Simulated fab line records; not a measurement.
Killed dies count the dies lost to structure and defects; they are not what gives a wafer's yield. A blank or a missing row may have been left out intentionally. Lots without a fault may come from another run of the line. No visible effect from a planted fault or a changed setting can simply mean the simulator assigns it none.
Which of the tools did it? | flow nand-harc | 39 wafers from 13 lots sampled at 5 of the route's 1159 steps

## WHAT THE GAUGES SHOWED, per wafer
NHARC_END_SORT_01. Usual: killed-at-array 28, standard deviation 11; killed-at-other 0.5, standard deviation 0.87; killed-at-periphery 2.9, standard deviation 2.2; killed-dies 32, standard deviation 11; killed-open 3.2, standard deviation 1.9; killed-short 1.8, standard deviation 1.4.
lot  | measured     | on        | killed-at-array | killed-at-other | killed-at-periphery | killed-dies | killed-open | killed-short | flag
L657 | day 23 17:27 | prober-02 | 41 39 672       | 1 2 1           | 3 8 4               | 45 49 677   | 2 4 3       | 5 2 0        | OFF
L660 | day 23 22:45 | prober-01 | 37 674 52       | 0 0 0           | 0 3 0               | 37 677 52   | 1 1 5       | 0 4 1        | OFF

## WHICH TOOL RAN EACH LOT (tool, then ch and the chambers of the sampled wafers, then the start)
lot  | NHARC_A_SLIT_ETCH_17             | NHARC_A_WL_FILL_ALD_00           | NHARC_A_WL_FILL_ALD_02              | NHARC_A_WL_FILL_ETCHBACK_16
L641 | har-etch-01 ch 0,1, day 13 13:20 | ald-hk-02 ch 2,3, day 13 21:14   | ald-metal-03 ch 1,2, day 13 21:56   | rie-diel-13 ch 2,3, no start
L642 | har-etch-02 ch 0,1, day 14 14:11 | ald-hk-03 ch 0,1,2, day 15 00:38 | ald-metal-02 ch 0,1,3, day 15 01:07 | rie-diel-05 ch 0,1,2, no start
L643 | har-etch-02 ch 0,1, day 15 01:13 | ald-hk-03 ch 0,1,3, day 15 11:29 | ald-metal-02 ch 0,1,3, day 15 12:09 | rie-diel-13 ch 0,1, no start
L644 | har-etch-01 ch 0,1, day 15 02:43 | ald-hk-02 ch 0,2,3, day 15 11:29 | ald-metal-03 ch 0,2,3, day 15 11:58 | rie-diel-13 ch 0,1,2, no start
L646 | har-etch-02 ch 0,1, day 15 15:23 | ald-hk-01 ch 1,2,3, day 16 01:59 | ald-metal-04 ch 0,1,3, day 16 02:26 | rie-diel-13 ch 0,3, no start
L649 | har-etch-02 ch 0,1, day 15 16:34 | ald-hk-01 ch 2,3, day 16 01:47   | ald-metal-03 ch 0,2, day 16 02:19   | rie-diel-01 ch 0,3, no start
L648 | har-etch-02 ch 0,1, day 16 14:22 | ald-hk-01 ch 0,1,2, day 17 00:44 | ald-metal-02 ch 0,1,2, day 17 01:16 | rie-diel-01 ch 1,2,3, no start
L652 | har-etch-02 ch 0,1, day 16 22:09 | ald-hk-03 ch 0,1,2, day 17 08:23 | ald-metal-03 ch 0,1,3, day 17 08:52 | rie-diel-01 ch 1,2,3, no start
L653 | har-etch-01 ch 0,1, day 17 06:50 | ald-hk-02 ch 1,3, day 17 16:53   | ald-metal-02 ch 0,3, day 17 17:20   | rie-diel-01 ch 0,1,2, no start
L650 | har-etch-02 ch 0,1, day 17 07:14 | ald-hk-03 ch 0,1,2, day 17 16:56 | ald-metal-03 ch 0,1, day 17 17:25   | rie-diel-13 ch 1,2, no start
L657 | har-etch-02 ch 0,1, day 18 12:17 | ald-hk-03 ch 1,2, day 19 00:05   | ald-metal-03 ch 0,1,3, day 19 00:43 | rie-diel-13 ch 0,3, day 23 17:27 or earlier
L660 | har-etch-02 ch 0,1, day 18 20:11 | ald-hk-02 ch 0,1,3, day 19 06:40 | ald-metal-03 ch 0,1,2, day 19 07:32 | rie-diel-01 ch 1,2,3, day 23 22:45 or earlier
L659 | har-etch-01 ch 0,1, day 18 22:08 | ald-hk-03 ch 0,1,2, day 19 06:44 | ald-metal-02 ch 0,1,2, day 19 07:30 | rie-diel-01 ch 2,3, no start
- NHARC_A_SLIT_ETCH_17: etches the open film in C4F8/O2/Ar, time 1687.5 s, target depth 10100 nm.
- NHARC_A_WL_FILL_ALD_00: deposits Al2O3, target thk 3 nm, pulse time 3 s, ald cycles 30.
- NHARC_A_WL_FILL_ALD_02: deposits TiN, target thk 2 nm, pulse time 3 s, ald cycles 100.
- NHARC_A_WL_FILL_ETCHBACK_16: etches the open film in C4F8/O2/Ar, target depth 88 nm, time 17.6 s.

## AS READ BY THE TOOLS THEMSELVES (means over the sampled wafers that have a number; for cases with no such wafer, the mark the record gives instead)
NHARC_A_SLIT_ETCH_17. Usual: drypump-motor-current-A 5.7 A, standard deviation 0.35; showerhead-plenum-p-Torr 3.73 Torr, standard deviation 0.085; throttle-valve-pct 32.046 %, standard deviation 0.0081.
lot  | tool        | drypump-motor-current-A (A) | showerhead-plenum-p-Torr (Torr) | throttle-valve-pct (%) | flag
L641 | har-etch-01 | 5.6                         | 3.75                            | 32.048                 |
L642 | har-etch-02 | 5.6                         | 3.78                            | 32.048                 |
L643 | har-etch-02 | 5.8                         | 3.71                            | 32.037                 |
L644 | har-etch-01 | 5.6                         | 3.75                            | 32.040                 |
L646 | har-etch-02 | 5.6                         | 3.77                            | 32.043                 |
L649 | har-etch-02 | 5.5                         | 3.77                            | 32.045                 |
L648 | har-etch-02 | 5.8                         | 3.70                            | 32.049                 |
L652 | har-etch-02 | 5.8                         | 3.70                            | 32.044                 |
L653 | har-etch-01 | 5.8                         | 3.69                            | 32.049                 |
L650 | har-etch-02 | 5.5                         | 3.76                            | 32.043                 |
L657 | har-etch-02 | 5.5                         | 3.76                            | 32.056                 |
L660 | har-etch-02 | 5.8                         | 3.69                            | 32.048                 |
L659 | har-etch-01 | 5.8                         | 3.68                            | 32.049                 |

NHARC_A_WL_FILL_ALD_00. Usual: heater-power-w 501 W, standard deviation 61; precursor-pulse-height-rel 0.999, standard deviation 0.02.
lot  | tool      | heater-power-w (W) | precursor-pulse-height-rel | flag
L641 | ald-hk-02 | 409                | 0.993                      |
L642 | ald-hk-03 | 468                | 1.001                      |
L643 | ald-hk-03 | 539                | 0.982                      |
L644 | ald-hk-02 | 465                | 0.988                      |
L646 | ald-hk-01 | 529                | 1.010                      |
L649 | ald-hk-01 | 555                | 0.998                      |
L648 | ald-hk-01 | 504                | 0.987                      |
L652 | ald-hk-03 | 464                | 0.988                      |
L653 | ald-hk-02 | 431                | 0.996                      |
L650 | ald-hk-03 | 463                | 1.004                      |
L657 | ald-hk-03 | 488                | 1.012                      |
L660 | ald-hk-02 | 489                | 0.996                      |
L659 | ald-hk-03 | 464                | 1.002                      |

NHARC_A_WL_FILL_ALD_02. Usual: heater-power-w 1086 W, standard deviation 120; precursor-pulse-height-rel 1.002, standard deviation 0.022.
lot  | tool         | heater-power-w (W) | precursor-pulse-height-rel | flag
L641 | ald-metal-03 | 1015               | 1.015                      |
L642 | ald-metal-02 | 1170               | 1.011                      |
L643 | ald-metal-02 | 1168               | 0.999                      |
L644 | ald-metal-03 | 1051               | 1.019                      |
L646 | ald-metal-04 | 1026               | 1.000                      |
L649 | ald-metal-03 | 913                | 0.999                      |
L648 | ald-metal-02 | 1091               | 0.997                      |
L652 | ald-metal-03 | 1156               | 1.007                      |
L653 | ald-metal-02 | 1210               | 0.996                      |
L650 | ald-metal-03 | 1085               | 1.000                      |
L657 | ald-metal-03 | 1161               | 0.996                      |
L660 | ald-metal-03 | 1008               | 1.033                      |
L659 | ald-metal-02 | 1104               | 1.006                      |

NHARC_A_WL_FILL_ETCHBACK_16. Usual: oes-product-au 0.98 a.u., standard deviation 0.031; rf-fwd-power-W 590 W, standard deviation 3.1; rf-vpp-V 724 V, standard deviation 4.8.
lot  | tool        | oes-product-au (a.u.) | rf-fwd-power-W (W) | rf-vpp-V (V) | flag
L641 | rie-diel-13 | 1.02                  | 593                | 723          |
L642 | rie-diel-05 | 1.00                  | 588                | 723          |
L643 | rie-diel-13 | 0.98                  | 591                | 727          |
L644 | rie-diel-13 | 0.98                  | 591                | 727          |
L646 | rie-diel-13 | 1.01                  | 590                | 721          |
L649 | rie-diel-01 | 0.99                  | 588                | 718          |
L648 | rie-diel-01 | 0.95                  | 589                | 724          |
L652 | rie-diel-01 | 1.01                  | 588                | 723          |
L653 | rie-diel-01 | 1.01                  | 588                | 725          |
L650 | rie-diel-13 | 1.00                  | 590                | 727          |
L657 | rie-diel-13 | 1.01                  | 592                | 725          |
L660 | rie-diel-01 | 0.92                  | 587                | 723          |
L659 | rie-diel-01 | 0.93                  | 591                | 721          |

## THE ANSWER, worked out from the rows above alone
Rule: a lot is off if the mean of its wafers that have a number lies more than 3 standard deviations from the usual mean. Also off: a lot with no number at a reading for which 4 or more lots have one. All remaining lots with rows at the step are treated as sound. The gauges are gone through in route order, then the tools' own readings, and for those a lot's mean is taken as printed above. At the first step where some lot is off, the reading lying furthest off is the one used; lots without a number count as furthest.
Off, at NHARC_END_SORT_01 on killed-at-array: L657, L660. Neither off nor sound, because the step has no rows for them: L641, L642, L643, L644, L646, L649, L648, L652, L653, L650, L659.
If a tool, at a process step before that reading, ran all the lots that are off and no sound lot after the first of them, it fits. Gauges at NHARC_END_SORT_01: tried the same way as those tools. NHARC_A_WL_FILL_ETCHBACK_16: start missing for some lots; hours and lot order therefore follow NHARC_END_SORT_01. Undecided on this evidence; 2 tools fit (har-etch-02 at NHARC_A_SLIT_ETCH_17, ald-metal-03 at NHARC_A_WL_FILL_ALD_02).

## WHAT WAS PUT IN BY THE SIMULATOR
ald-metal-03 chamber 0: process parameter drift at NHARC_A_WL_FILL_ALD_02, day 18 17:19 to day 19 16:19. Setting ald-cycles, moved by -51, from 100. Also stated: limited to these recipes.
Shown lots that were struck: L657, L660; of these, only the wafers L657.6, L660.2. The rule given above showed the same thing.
